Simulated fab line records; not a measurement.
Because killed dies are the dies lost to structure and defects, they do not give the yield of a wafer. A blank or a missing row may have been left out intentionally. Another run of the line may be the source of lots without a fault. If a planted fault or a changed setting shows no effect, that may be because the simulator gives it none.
fab line records	flow n5-finfet
record lots=6	wafers=18	last-day=17
route steps=1938 shown BEOL_M7@1290 PASSIVATION@1936
lots that met no fault: taken from a fault-free run of the same line
start-h: start of the lot's first displayed wafer, in hours after the record's first day	wait-h: hours elapsed since this lot's preceding step	" unchanged from the row above	L1.1+2: a single row standing in for several wafers	- no value present, or no start provided	* or withheld: withheld	< > ~ a bound
route shown NAME@n: a module of which the file shows steps, and the number in the route of the first	usual: mean/standard deviation taken from wafers without a fault	same: alike in all rows	chamber/n: place in a boat	sites: per-site readings	_std_site: how widely they spread, as a standard deviation	_edge_site: mean of outer sites minus mean of inner sites	radius-mm: for every site, how far away it sits from the centre of the wafer	mask NAME#n: copy n	behind: the tool/chamber that last shaped the wafer	hold: cause of the lot's hold/its duration in hours/its outcome	device: which transistor (n, p or np) failed to switch	end of line: tests run on the same wafers once the route is complete	step lacking rows: just its recipe	killed: dies lost to structure and defects at the first sort, not the wafer's yield	map: shows each die of a wafer: x if killed, . if not, _ if none is there
set.NAME: the setting the step ran with; set.NAME@STEP: the setting that earlier step ran with	model.NAME: the simulator's own value behind a step, which no gauge read
lots at some steps of the route; a table a step, a row a wafer
services: when a tool's chamber went out of use (start-h, in hours from the record's first day, below 0 if earlier), for how many hours, and the reason
## steps
# step N5_BEOL_M7_COAT_22
# recipe resist=CAR-EUV	spin-rpm=1500	resist-thk-nm=30
# step N5_BEOL_M7_EBR_24
# recipe solvent=PGMEA	ebr-width-mm=1.5
# step N5_BEOL_M7_SOFTBAKE_23
# recipe temp-c=110	time-s=60	resist=CAR-EUV
# step N5_BEOL_M7_EXPOSE_25
# recipe mask-id=V6	na=0.33	source-shape=annular	sigma-inner=0.4	sigma-outer=0.8	polarization=unpolarized	target-cd-nm=40	dose-mj=42.5
# step N5_BEOL_M7_PEB_26
# recipe peb-temp-c=100	peb-time-s=60	resist=CAR-EUV
# step N5_BEOL_M7_DEVELOP_27
# recipe develop-time-s=30	developer=TMAH	resist=CAR-EUV	rinse-liquid=surfactant-rinse	dry=air-spin	dev-temp-c=23
# step N5_BEOL_M7_CD_MEAS_28
# recipe target-cd-nm=40	landing-energy-ev=500	detector=se-inlens
# usual cd-nm=40.01/0.21
lot.wafer	tool	chamber	start-h	wait-h	cd-nm
L319.1	cd-sem-01	0	184.72	-	40.03
L319.4	"	0	"	"	40.16
L319.6	"	0	"	"	40.00
L320.2	cd-sem-03	0	202.96	-	40.27
L320.4	"	0	"	"	40.20
L320.6	"	0	"	"	40.15
L326.1	cd-sem-02	0	222.48	-	39.91
L326.3	"	0	"	"	39.87
L326.6	"	0	"	"	40.44
L336.1	cd-sem-01	0	288.98	-	39.84
L336.2	"	0	"	"	39.88
L336.5	"	0	"	"	40.08
L335.1	cd-sem-03	0	289.94	-	40.11
L335.5	"	0	"	"	39.90
L335.6	"	0	"	"	40.19
L342.2	cd-sem-02	0	327.02	-	39.90
L342.4	"	0	"	"	39.77
L342.6	"	0	"	"	40.00
# step N5_BEOL_M7_OVL_MEAS_29
# recipe points-per-wafer=522
# usual V6_OVL=-0.2/0.76
lot.wafer	tool	chamber	start-h	wait-h	V6_OVL[nm]
L319.1	overlay-02	0	184.75	0.0	-0.7
L319.4	"	0	"	"	-0.3
L319.6	"	0	"	"	0.6
L320.2	overlay-02	0	203.00	0.0	-0.5
L320.4	"	0	"	"	-1.0
L320.6	"	0	"	"	-0.5
L326.1	overlay-01	0	222.51	0.0	-0.8
L326.3	"	0	"	"	-0.5
L326.6	"	0	"	"	-0.2
L336.1	overlay-02	0	289.01	0.0	-0.8
L336.2	"	0	"	"	-1.7
L336.5	"	0	"	"	-0.7
L335.1	overlay-02	0	289.97	0.0	0.3
L335.5	"	0	"	"	-0.2
L335.6	"	0	"	"	-1.1
L342.2	overlay-01	0	327.06	0.0	-0.3
L342.4	"	0	"	"	0.6
L342.6	"	0	"	"	-0.3
# step N5_BEOL_M7_INSPECT_30
# recipe mode=adi	inspect-instrument=brightfield
# usual raw-defect-count=421/85
lot.wafer	tool	chamber	start-h	wait-h	raw-defect-count
L319.1	defect-inspect-01	-	184.81	0.1	362
L319.4	"	-	"	"	332
L319.6	"	-	"	"	305
L320.2	defect-inspect-02	-	203.05	0.0	534
L320.4	"	-	"	"	484
L320.6	"	-	"	"	508
L326.1	defect-inspect-01	-	222.57	0.1	427
L326.3	"	-	"	"	549
L326.6	"	-	"	"	616
L336.1	defect-inspect-02	-	289.07	0.1	463
L336.2	"	-	"	"	280
L336.5	"	-	"	"	441
L335.1	defect-inspect-02	-	290.03	0.1	410
L335.5	"	-	"	"	388
L335.6	"	-	"	"	338
L342.2	defect-inspect-01	-	327.11	0.0	415
L342.4	"	-	"	"	419
L342.6	"	-	"	"	537
# step N5_BEOL_M7_DESCUM_33
# recipe chemistry=O2	time-s=7	source-power-w=50	bias-power-w=20	pressure-mtorr=20	rf-frequency-hz=2.712e+07	temp-c=40	resist=CAR-EUV	o2-flow-sccm=225
# usual bias-power-w=20.02/0.054	drypump-motor-current-A=5.7/0.44	o2-flow-sccm=225.0/0.75	oes-product-au=0.77/0.079	rf-vpp-V=242.9/1.2	showerhead-plenum-p-Torr=2.08/0.061	throttle-valve-pct=20.47/0.24
lot.wafer	tool	chamber	start-h	wait-h	bias-power-w	drypump-motor-current-A	o2-flow-sccm	oes-product-au	rf-hours-counter-h	rf-vpp-V	showerhead-plenum-p-Torr	throttle-valve-pct
L319.1	rie-diel-02	3	184.84	0.0	20.04	5.9	225.6	0.72	225	244.0	2.06	20.18
L319.4	"	1	"	"	19.95	6.1	225.6	0.77	115	241.6	2.02	20.80
L319.6	"	1	"	"	19.94	6.0	225.8	0.77	-	241.0	2.02	20.82
L320.2	rie-diel-04	0	203.08	0.0	20.03	5.2	225.5	0.72	200	240.9	1.98	20.44
L320.4	"	1	"	"	19.99	5.2	224.1	0.88	-	244.6	2.13	20.46
L320.6	"	2	"	"	19.97	6.2	225.3	0.74	-	242.7	2.09	20.66
L326.1	rie-diel-02	3	222.60	0.0	19.99	5.9	225.2	0.71	236	242.5	2.06	20.22
L326.3	"	1	"	"	19.97	6.0	225.0	0.76	126	241.6	2.02	20.83
L326.6	"	3	"	"	20.05	5.9	225.4	0.71	-	242.0	2.06	20.22
L336.1	rie-diel-04	0	289.18	0.1	20.03	5.2	225.7	0.69	223	241.6	1.97	20.49
L336.2	"	1	"	"	19.99	5.2	225.1	0.84	66	245.0	2.12	20.48
L336.5	"	0	"	"	19.99	5.2	225.3	0.69	-	240.2	1.97	20.47
L335.1	rie-diel-04	0	290.12	0.1	20.05	5.2	225.0	0.70	223	243.2	1.97	20.48
L335.5	"	2	"	"	19.95	6.2	226.0	0.73	-	242.1	2.08	20.70
L335.6	"	3	"	"	19.99	5.3	225.6	0.93	-	242.6	2.07	19.93
L342.2	rie-diel-05	3	327.18	0.1	19.96	6.1	226.1	0.76	147	242.4	2.02	20.53
L342.4	"	2	"	"	20.07	5.3	224.2	0.68	237	242.8	2.15	20.37
L342.6	"	0	"	"	20.02	6.1	223.8	0.78	-	244.1	2.10	20.62
# step N5_BEOL_M7_ETCH_72
# recipe chemistry=N2/H2	target=underlayer	target-depth-a=65	mask-material=CAR-EUV	time-s=5.2	ion-energy-ev=200	pressure-mtorr=30	source-w=840	bias-w=150	n2-flow-sccm=200	h2-flow-sccm=200	ends=cleared
# usual drypump-motor-current-A=5.7/0.44	etch-rf-on-time-s=5.22/0.11	n2-flow-sccm=200.1/0.56	oes-product-au=0.65/0.068	rf-vpp-V=523.3/2.3	showerhead-plenum-p-Torr=2.52/0.074	throttle-valve-pct=17.85/0.28
lot.wafer	tool	chamber	start-h	wait-h	drypump-motor-current-A	etch-rf-on-time-s	n2-flow-sccm	oes-product-au	rf-hours-counter-h	rf-vpp-V	showerhead-plenum-p-Torr	throttle-valve-pct
L319.1	rie-diel-02	3	184.88	0.0	5.8	5.24	200.9	0.61	225	524.5	2.51	17.78
L319.4	"	1	"	"	6.0	5.19	199.4	0.66	115	521.6	2.46	18.24
L319.6	"	1	"	"	6.0	5.17	200.9	0.66	-	520.9	2.46	18.21
L320.2	rie-diel-04	0	203.12	0.0	5.2	5.27	199.5	0.60	200	517.4	2.42	17.93
L320.4	"	1	"	"	5.2	5.42	200.5	0.73	-	524.3	2.59	17.79
L320.6	"	2	"	"	6.2	5.17	200.6	0.62	-	524.5	2.53	18.02
L326.1	rie-diel-02	3	222.64	0.0	5.9	5.24	200.7	0.60	236	521.7	2.51	17.80
L326.3	"	1	"	"	6.0	5.23	199.7	0.65	126	520.6	2.45	18.22
L326.6	"	3	"	"	5.9	5.22	201.0	0.60	-	523.0	2.50	17.81
L336.1	rie-diel-04	0	289.21	0.0	5.2	5.23	198.8	0.59	223	519.6	2.41	17.98
L336.2	"	1	"	"	5.2	5.39	200.1	0.70	66	526.0	2.58	17.85
L336.5	"	0	"	"	5.2	5.21	199.8	0.59	-	521.0	2.41	17.97
L335.1	rie-diel-04	0	290.16	0.0	5.3	5.26	201.3	0.59	223	521.3	2.41	18.00
L335.5	"	2	"	"	6.2	5.18	199.6	0.61	-	522.3	2.52	18.03
L335.6	"	3	"	"	5.3	4.99	199.3	0.80	-	521.8	2.49	17.16
L342.2	rie-diel-05	3	327.22	0.0	6.1	5.09	200.5	0.65	147	521.7	2.42	17.66
L342.4	"	2	"	"	5.3	5.35	200.0	0.58	237	525.8	2.63	17.86
L342.6	"	0	"	"	6.1	5.09	201.0	0.66	-	524.6	2.54	18.01
# step N5_BEOL_M7_ETCH_65
# recipe chemistry=CF4	target=SiARC	target-depth-a=156	mask-material=CAR-EUV	time-s=26	ion-energy-ev=80	pressure-mtorr=40	source-w=545	bias-w=36	Ar_flow_sccm=100	cf4-flow-sccm=100	ends=cleared
# usual drypump-motor-current-A=5.7/0.44	etch-rf-on-time-s=26.1/0.53	oes-product-au=0.66/0.07	rf-vpp-V=183.9/1.1	showerhead-plenum-p-Torr=2.13/0.055	throttle-valve-pct=15.68/0.26
lot.wafer	tool	chamber	start-h	wait-h	drypump-motor-current-A	etch-rf-on-time-s	oes-product-au	rf-hours-counter-h	rf-vpp-V	showerhead-plenum-p-Torr	throttle-valve-pct
L319.1	rie-diel-02	3	184.90	0.0	5.8	26.7	0.60	225	185.6	2.12	15.52
L319.4	"	1	"	"	6.0	26.5	0.65	115	185.3	2.07	15.90
L319.6	"	1	"	"	6.0	26.3	0.65	-	182.8	2.07	15.88
L320.2	rie-diel-04	0	203.14	0.0	5.2	26.5	0.61	200	183.5	2.05	15.81
L320.4	"	1	"	"	5.2	26.7	0.73	-	185.5	2.18	15.58
L320.6	"	2	"	"	6.2	25.7	0.63	-	184.7	2.13	15.86
L326.1	rie-diel-02	3	222.65	0.0	5.9	26.4	0.59	236	183.9	2.12	15.53
L326.3	"	1	"	"	6.0	26.0	0.65	126	181.9	2.07	15.91
L326.6	"	3	"	"	5.8	25.9	0.60	-	183.1	2.12	15.56
L336.1	rie-diel-04	0	289.23	0.0	5.2	26.4	0.60	223	184.3	2.04	15.85
L336.2	"	1	"	"	5.2	26.6	0.71	66	184.9	2.17	15.63
L336.5	"	0	"	"	5.2	26.0	0.59	-	184.4	2.04	15.85
L335.1	rie-diel-04	0	290.18	0.0	5.2	26.4	0.59	223	183.1	2.04	15.84
L335.5	"	2	"	"	6.2	26.1	0.61	-	184.0	2.13	15.92
L335.6	"	3	"	"	5.3	25.3	0.81	-	183.5	2.10	15.00
L342.2	rie-diel-05	3	327.23	0.0	6.1	25.4	0.64	147	182.7	2.07	15.74
L342.4	"	2	"	"	5.3	26.3	0.57	237	183.8	2.19	15.64
L342.6	"	0	"	"	6.0	25.3	0.68	-	183.9	2.16	15.83
# step N5_BEOL_M7_ETCH_66
# recipe chemistry=N2/H2	target=SOC	target-depth-a=800	overetch-a=160	mask-material=SiARC	temp-c=40	time-s=120	ion-energy-ev=200	pressure-mtorr=30	source-w=840	bias-w=150	n2-flow-sccm=200	h2-flow-sccm=200
# usual drypump-motor-current-A=5.7/0.44	n2-flow-sccm=199.9/0.58	oes-product-au=0.59/0.058	rf-vpp-V=523.3/2.2	showerhead-plenum-p-Torr=2.52/0.074	throttle-valve-pct=17.80/0.28
lot.wafer	tool	chamber	start-h	wait-h	drypump-motor-current-A	n2-flow-sccm	oes-product-au	rf-hours-counter-h	rf-vpp-V	showerhead-plenum-p-Torr	throttle-valve-pct	model.SiARC_of_BEOL_M7_COAT_64.thk-nm	model.BEOL_M7.cd-nm
L319.1	rie-diel-02	3	184.92	0.0	5.8	200.9	0.55	225	523.1	2.51	17.74	6.6	39.8
L319.4	"	1	"	"	6.0	199.1	0.59	115	521.5	2.46	18.19	6.4	40.4
L319.6	"	1	"	"	6.0	198.9	0.59	-	520.9	2.46	18.18	6.4	40.2
L320.2	rie-diel-04	0	203.16	0.0	5.2	199.8	0.54	200	520.3	2.42	17.89	6.4	40.2
L320.4	"	1	"	"	5.2	199.2	0.66	-	525.4	2.59	17.75	6.6	40.2
L320.6	"	2	"	"	6.2	200.2	0.56	-	522.8	2.53	17.95	6.6	40.2
L326.1	rie-diel-02	3	222.68	0.0	5.9	200.0	0.54	236	521.9	2.50	17.76	6.6	39.8
L326.3	"	1	"	"	6.0	200.9	0.58	126	520.8	2.45	18.19	6.4	40.2
L326.6	"	3	"	"	5.9	200.8	0.54	-	523.7	2.50	17.76	6.4	40.2
L336.1	rie-diel-04	0	289.26	0.0	5.3	200.7	0.54	223	520.0	2.41	17.93	6.4	40
L336.2	"	1	"	"	5.2	200.1	0.64	66	524.1	2.58	17.79	3.6	41.4
L336.5	"	0	"	"	5.2	200.0	0.54	-	520.5	2.41	17.94	3.4	41.2
L335.1	rie-diel-04	0	290.20	0.0	5.2	200.5	0.53	223	520.5	2.41	17.93	6.4	40.2
L335.5	"	2	"	"	6.2	200.0	0.55	-	523.5	2.52	17.99	3.6	41.4
L335.6	"	3	"	"	5.2	200.8	0.72	-	522.9	2.49	17.10	3	41.8
L342.2	rie-diel-05	3	327.26	0.0	6.2	199.7	0.57	147	521.7	2.42	17.62	6.4	40.2
L342.4	"	2	"	"	5.3	200.3	0.53	237	526.0	2.63	17.84	6.6	39.8
L342.6	"	0	"	"	6.1	200.1	0.59	-	524.8	2.54	17.98	6.4	40
# step N5_BEOL_M7_STRIP_69
# recipe chemistry=N2/H2	temp-c=40	n2-flow-sccm=200	h2-flow-sccm=200	rf-frequency-hz=6e+07
# step N5_BEOL_M7_STRIP_73
# recipe chemistry=N2/H2	temp-c=40	n2-flow-sccm=200	h2-flow-sccm=200	rf-frequency-hz=6e+07
# step N5_BEOL_M7_VIA_ETCH_34
# recipe chemistry=C4F6/O2	target=SiCOH_lowk	target-depth-a=1255	mask-material=SOC	taper-deg=4	time-s=50.5	ion-energy-ev=250	pressure-mtorr=30	source-w=345	bias-w=185	Ar_flow_sccm=300	C4F6_flow_sccm=10	O2_flow_sccm=10
# usual drypump-motor-current-A=5.7/0.44	oes-product-au=0.77/0.081	rf-vpp-V=666/8.8	showerhead-plenum-p-Torr=2.83/0.073	throttle-valve-pct=20.96/0.25
lot.wafer	tool	chamber	start-h	wait-h	drypump-motor-current-A	oes-product-au	rf-hours-counter-h	rf-vpp-V	showerhead-plenum-p-Torr	throttle-valve-pct	model.BEOL_M7.cd-nm
L319.1	rie-diel-02	3	185.02	0.0	5.8	0.70	225	658	2.83	20.77	39.8
L319.4	"	1	"	"	6.0	0.76	115	667	2.75	21.25	40.4
L319.6	"	1	"	"	6.0	0.76	-	667	2.75	21.26	40
L320.2	rie-diel-04	0	203.26	0.0	5.2	0.71	200	673	2.73	21.05	40.2
L320.4	"	1	"	"	5.2	0.86	-	677	2.91	20.95	40.2
L320.6	"	2	"	"	6.3	0.72	-	661	2.86	21.26	40
L326.1	rie-diel-02	3	222.78	0.0	5.8	0.71	236	658	2.82	20.79	39.8
L326.3	"	1	"	"	6.0	0.76	126	667	2.75	21.25	40.2
L326.6	"	3	"	"	5.9	0.70	-	659	2.82	20.79	40
L336.1	rie-diel-04	0	289.36	0.0	5.2	0.70	223	673	2.72	21.09	39.8
L336.2	"	1	"	"	5.2	0.84	66	678	2.90	20.98	41.2
L336.5	"	0	"	"	5.2	0.70	-	672	2.71	21.08	41
L335.1	rie-diel-04	0	290.30	0.0	5.2	0.70	223	672	2.72	21.07	40
L335.5	"	2	"	"	6.2	0.71	-	663	2.85	21.27	41.2
L335.6	"	3	"	"	5.2	0.95	-	672	2.81	20.37	41.6
L342.2	rie-diel-05	3	327.36	0.0	6.1	0.75	147	658	2.74	20.95	40.2
L342.4	"	2	"	"	5.3	0.68	237	650	2.92	20.83	39.8
L342.6	"	0	"	"	6.1	0.78	-	667	2.85	21.06	39.8
# step N5_BEOL_M7_STRIP_76
# recipe chemistry=C4F6/O2	resist=SiARC	rf-frequency-hz=6e+07
# step N5_PASSIVATION_PROBE_49
# usual defect-limited-yield=91.3/1.5	killed_at_M0_to_M3=34/9.4	killed_at_M4_up=13/5.3	killed-at-contacts=13/5.7	killed-at-front-end=40/10	killed-at-other=3.7/2.8	killed-dies=103/17	killed-open=67/13	killed-short=35/8.5	sort_bin_5_function=5.0/0.98	sort_bin_6_memory=3.3/0.7	sort_bin_8_speed=0.00/0.007	sort-n-pass=1077/17	sort-yield-pct=91.3/1.5
# same gross-dies=1180	killed-at-back-side=0	sort_bin_4_leakage[%]=0
lot.wafer	tool	chamber	start-h	wait-h	defect-limited-yield[%]	killed_at_M0_to_M3	killed_at_M4_up	killed-at-contacts	killed-at-front-end	killed-at-other	killed-dies	killed-open	killed-short	sort_bin_5_function[%]	sort_bin_6_memory[%]	sort_bin_8_speed[%]	sort-n-pass	sort-yield-pct[%]
L320.2	prober-01	-	273.53	0.1	91.4	35	15	17	32	2	101	71	29	4.9	3.6	0	1079	91.4
L320.4	prober-01	-	273.63	0.2	89.1	43	13	18	52	3	129	85	42	6.9	3.6	0	1051	89.1
L320.6	prober-01	-	273.73	0.3	91.0	44	12	13	34	3	106	63	42	5.8	3.1	0	1074	91.0
L326.1	prober-02	-	303.54	0.0	90.8	35	25	5	41	3	109	75	34	5.8	3.1	0	1071	90.8
L326.3	prober-02	-	303.64	0.1	88.6	53	12	5	62	3	135	89	46	6.1	4.9	0	1045	88.6
L326.6	prober-02	-	303.79	0.3	89.1	57	12	4	52	4	129	83	44	6.1	4.2	0	1051	89.1
L336.1	prober-02	-	365.34	0.0	92.0	31	12	13	33	5	94	70	24	3.9	3.7	0	1086	92.0
L336.2	prober-02	-	365.39	0.1	90.0	38	17	11	46	6	118	73	37	5.6	3.3	0	1062	90.0
L336.5	prober-02	-	365.54	0.2	92.8	29	15	14	23	4	85	60	25	4.2	2.7	0	1095	92.8
# killed by level:class
L320.2 MOL_CONTACT_COAG:geometric-particle:open=11 STI_FIN_REVEAL:geometric-particle:open=9 FIN_SAQP:geometric-particle:open=7 BEOL_M2:geometric-particle:open=7 MOL_CONTACT_COAG:geometric-particle:short=6 BEOL_M0_SAQP:geometric-particle:short=6 BEOL_M3:geometric-particle:open=6 BEOL_M2:geometric-particle:short=5
L320.4 FIN_SAQP:geometric-particle:open=20 BEOL_M2:geometric-particle:open=17 MOL_CONTACT_COAG:geometric-particle:open=12 FIN_SAQP:geometric-particle:short=9 BEOL_M0_SAQP:geometric-particle:open=7 MOL_CONTACT_COAG:geometric-particle:short=6 BEOL_M4:geometric-particle:open=6 DUMMY_GATE:geometric-particle:open=5
L320.6 BEOL_M2:geometric-particle:open=11 FIN_SAQP:geometric-particle:short=9 BEOL_M0_SAQP:geometric-particle:open=8 FIN_SAQP:geometric-particle:open=7 MOL_CONTACT_COAG:geometric-particle:open=7 STI_FIN_REVEAL:geometric-particle:open=6 MOL_CONTACT_COAG:geometric-particle:short=6 BEOL_M0_SAQP:geometric-particle:short=6
L326.1 STI_FIN_REVEAL:geometric-particle:open=14 BEOL_M4:geometric-particle:open=13 BEOL_M0_SAQP:geometric-particle:open=10 BEOL_M0_SAQP:geometric-particle:short=8 BEOL_M3:geometric-particle:open=7 GATE_CUT:geometric-particle:open=6 BEOL_M2:geometric-particle:open=5 FIN_SAQP:geometric-particle:short=4
L326.3 BEOL_M0_SAQP:geometric-particle:short=14 BEOL_M1:geometric-particle:open=14 BEOL_M0_SAQP:geometric-particle:open=13 FIN_SAQP:geometric-particle:open=11 DUMMY_GATE:geometric-particle:open=8 BEOL_M2:geometric-particle:open=8 GATE_CUT:geometric-particle:short=7 FIN_SAQP:geometric-particle:short=6
L326.6 BEOL_M0_SAQP:geometric-particle:open=18 BEOL_M0_SAQP:geometric-particle:short=13 STI_FIN_REVEAL:geometric-particle:open=13 BEOL_M3:geometric-particle:open=11 DUMMY_GATE:geometric-particle:open=6 GATE_CUT:geometric-particle:short=6 BEOL_M1:geometric-particle:open=6 BEOL_M4:geometric-particle:open=6
L336.1 MOL_CONTACT_COAG:geometric-particle:open=12 FIN_SAQP:geometric-particle:open=9 FIN_SAQP:geometric-particle:short=8 BEOL_M3:geometric-particle:open=8 BEOL_M2:geometric-particle:open=7 BEOL_M4:geometric-particle:open=7 STI_FIN_REVEAL:geometric-particle:open=6 BEOL_M0:geometric-particle:open=5
L336.2 BEOL_M2:geometric-particle:open=11 MOL_CONTACT_COAG:geometric-particle:open=9 BEOL_M3:geometric-particle:open=8 HKMG_FIN:area-etch=8 GATE_CUT:geometric-particle:short=7 GATE_CUT:geometric-particle:open=7 BEOL_M4:geometric-particle:open=7 FIN_SAQP:geometric-particle:open=6
L336.5 MOL_CONTACT_COAG:geometric-particle:open=12 BEOL_M0_SAQP:geometric-particle:open=6 STI_FIN_REVEAL:geometric-particle:open=5 DUMMY_GATE:geometric-particle:open=5 BEOL_M1:geometric-particle:open=5 BEOL_M2:geometric-particle:open=4 BEOL_M0_SAQP:geometric-particle:short=3 BEOL_M0:geometric-particle:open=3
## services
tool	chamber	start-h	hours	kind
rie-diel-04	2	180.80	8.5	repair
rie-diel-04	3	189.27	-	clean
rie-diel-04	3	189.27	-	consumable-replace:focus-ring
rie-diel-04	3	189.27	22.4	scheduled-down
rie-diel-04	3	189.27	22.4	vent-cycle
rie-diel-02	-	189.99	2.8	pm
rie-diel-04	1	229.69	7.4	repair
rie-diel-05	3	265.18	6.2	repair
rie-diel-02	3	267.81	-	clean
rie-diel-02	3	267.81	-	consumable-replace:focus-ring
rie-diel-02	3	267.81	36.6	scheduled-down
rie-diel-02	3	267.81	36.6	vent-cycle
rie-diel-05	1	271.34	-	clean
rie-diel-05	1	271.34	-	consumable-replace:focus-ring
rie-diel-05	1	271.34	21.2	scheduled-down
rie-diel-05	1	271.34	21.2	vent-cycle
rie-diel-04	-	273.42	14.6	pm
rie-diel-02	0	279.54	8.0	repair
rie-diel-02	0	289.38	4.3	repair
rie-diel-02	0	316.61	4.1	repair
rie-diel-02	2	319.89	2.5	repair
rie-diel-02	3	323.57	29.4	repair
rie-diel-02	1	326.74	3.5	repair
## key
first-sign none at tools or gauges
model-effect step=N5_BEOL_M7_ETCH_66	value=SiARC_of_BEOL_M7_COAT_64.thk-nm	without=6.4	struck=3.4
model-effect step=N5_BEOL_M7_VIA_ETCH_34	value=BEOL_M7.cd-nm	without=40.05	struck=41.25
met-at N5_BEOL_M7_ETCH_66
struck-wafers L335.5,L335.6,L336.2,L336.5
onset-between 203.16 289.26
fault kind=process-parameter-drift	tool=rie-diel-04	chamber=-	onset-h=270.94	steps=N5_BEOL_M7_ETCH_66	channel=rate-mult	offset=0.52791	shape=step	end-h=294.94	scope=struck-wafers-only
